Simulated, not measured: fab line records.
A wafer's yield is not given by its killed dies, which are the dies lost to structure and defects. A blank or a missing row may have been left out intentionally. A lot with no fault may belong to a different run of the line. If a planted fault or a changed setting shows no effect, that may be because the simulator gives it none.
Comparing a struck lot with a sound one / flow n5_finfet / 36 steps out of a route of 1938
Sound: wafers L505.2, L505.5, L505.6. Struck: wafer L507.6 (left out: L507.1, L507.3 of the same lot, which were not struck); the cause appears at the end.
Per side, at each step with rows, come the tool, then ch with its chambers, and then its first start. Under that, the readings that differ: sound wafers / struck wafers / difference of the means / sigmas: that difference in standard deviations of wafers without a fault.
alike: readings with means less than 2 such deviations apart, plus words and numbers identical on both sides. not compared: withheld readings, readings lacking a value on some wafer, bounds such as >300 that could conceal the same value, and numbers that have no deviation in the record and whose values overlap.
Wherever a step has rows on one side only, a row that says differs or no value, or a row with sigmas, the two part there. Numbers that have no deviation but don't overlap get no sigmas and don't part them. A reading that every wafer of one side lacks parts them only if that side has two wafers or more.

first, 9 steps without rows for these wafers: N5_PMOS_HMC_CHANNEL_EPI_EXPOSE_06 (exposes mask PMOS HMC BLK, target cd 240 nm); N5_PMOS_HMC_CHANNEL_EPI_PEB_07 (peb time 60 s); N5_PMOS_HMC_CHANNEL_EPI_DEVELOP_08 (develop time 30 s); N5_PMOS_HMC_CHANNEL_EPI_DESCUM_14 (chemistry O2, time 7.9 s); N5_PMOS_HMC_CHANNEL_EPI_ETCH_32 (etches BARC in N2/H2, stops on SiO2, target depth 85.8 nm, time 50.3 s); N5_PMOS_HMC_CHANNEL_EPI_HM_OPEN_15 (chemistry CHF3/O2, target SiO2, target depth 40.6 nm, time 20.3 s); N5_PMOS_HMC_CHANNEL_EPI_STRIP_33 (strips in N2/H2); N5_PMOS_HMC_CHANNEL_EPI_STRIP_17 (strips in SPM, time 750 s); N5_PMOS_HMC_CHANNEL_EPI_ETCH_38 (etches SiO2 in CF4, target depth 1.5 nm).
N5_PMOS_HMC_CHANNEL_EPI_FIN_RECESS_16: chemistry HBr/Cl2, target Si, target depth 54 nm, time 18 s.
  sound on rie_si-03 ch 0,1,3, day 4 00:19; struck on rie_si-03 ch 2, day 4 11:39
reading=model.PMOS_HMC_CHANNEL_EPI.feature_depth_nm (nm); sound=54.41 54.4 54.17; struck=51.39; difference=-2.94; sigmas=
reading=model.etch.depth_nm (nm); sound=54.41 54.4 54.17; struck=51.39; difference=-2.94; sigmas=
  alike: drypump_motor_current_A, oes_product_au, throttle_valve_pct
  not compared: rf_fwd_power_W, rf_hours_counter_h
then, 7 steps without rows for these wafers: N5_PMOS_HMC_CHANNEL_EPI_PRECLEAN_36 (cleans in O3/DIW, time 45 s); N5_PMOS_HMC_CHANNEL_EPI_PRECLEAN_18 (cleans in DHF, time 30 s); N5_PMOS_HMC_CHANNEL_EPI_SRD_19 (time 30 s); N5_PMOS_HMC_CHANNEL_EPI_EPI_20 (deposits SiGe30, target thk 59 nm); N5_PMOS_HMC_CHANNEL_EPI_HM_STRIP_35 (strips SiO2 in dHF, material SiO2, target depth 39.6 nm, time 216 s); N5_PMOS_HMC_CHANNEL_EPI_SRD_39 (time 30 s); N5_PMOS_HMC_CHANNEL_EPI_CMP_21 (polishes SiGe30, target thk 54 nm).
N5_PMOS_HMC_CHANNEL_EPI_THK_MEAS_22:
  sound on film_metro-01, day 4 02:10; struck on film_metro-01, day 4 13:28
reading=HMC_CMP_THK (nm); sound=54.4 54.4 54.1; struck=51.5; difference=-2.8; sigmas=-4
then, 17 steps without rows for these wafers: N5_PMOS_HMC_CHANNEL_EPI_PRECLEAN_40 (cleans in DHF, time 30 s); N5_PMOS_HMC_CHANNEL_EPI_PRECLEAN_37 (cleans in O3/DIW, time 45 s); N5_PMOS_HMC_CHANNEL_EPI_PRECLEAN_24 (cleans in DHF, time 30 s); N5_PMOS_HMC_CHANNEL_EPI_SRD_25 (time 30 s); N5_PMOS_HMC_CHANNEL_EPI_EPI_26 (deposits Si from SiH4/H2, target thk 3.8 nm, time 22.7 s); N5_FIN_SAQP_PRECLEAN_42 (cleans in O3/DIW, time 60 s); N5_FIN_SAQP_PRECLEAN_00 (cleans in SC1, time 60 s); N5_FIN_SAQP_PRECLEAN_44 (cleans in SC2, time 45 s); N5_FIN_SAQP_SRD_01 (time 30 s); N5_FIN_SAQP_ALD_61 (deposits SiO2, target thk 4 nm, pulse time 1 s, purge time 2 s); N5_FIN_SAQP_DENSIFY_62 (time 60 s); N5_FIN_SAQP_HM_DEP_03 (deposits SiNx from SiH4/NH3/N2, target thk 38 nm, time 33.6 s); N5_FIN_SAQP_PECVD_47 (deposits a-Si from SiH4/He, target thk 45 nm, time 36.3 s); N5_FIN_SAQP_PECVD_48 (deposits SiNx from SiH4/NH3/N2, target thk 25 nm, time 22.1 s); N5_FIN_SAQP_PECVD_06 (deposits a-Si from SiH4/He, target thk 60 nm, time 48.1 s); N5_FIN_SAQP_HM_DEP_72 (deposits SiO2 from SiH4/N2O, target thk 12 nm, time 7.2 s); N5_FIN_SAQP_COAT_49 (time 60 s, resist thk 100 nm).
-- here the record skips 6 days between the struck wafers' starts before and after, leaving off in module FIN_SAQP and picking up in module BEOL_M4 (first step shown: number 1111 of the route) --
N5_BEOL_M4_RC_MEAS_101:
  sound on prober-01 ch 0, day 10 06:46; struck on prober-01 ch 0, day 10 20:20
reading=CJ_P; sound=5.70 5.73 5.74; struck=6.23; difference=+0.51; sigmas=+4
  alike: DIBL_N, DIBL_P, IOFF_N, IOFF_P, ION_N, ION_P, SS_N, SS_P, VT_N, VT_P

WHERE THEY PART
At N5_PMOS_HMC_CHANNEL_EPI_THK_MEAS_22 first; at N5_BEOL_M4_RC_MEAS_101 last (within this record only).

WHY: the cause the simulator had injected
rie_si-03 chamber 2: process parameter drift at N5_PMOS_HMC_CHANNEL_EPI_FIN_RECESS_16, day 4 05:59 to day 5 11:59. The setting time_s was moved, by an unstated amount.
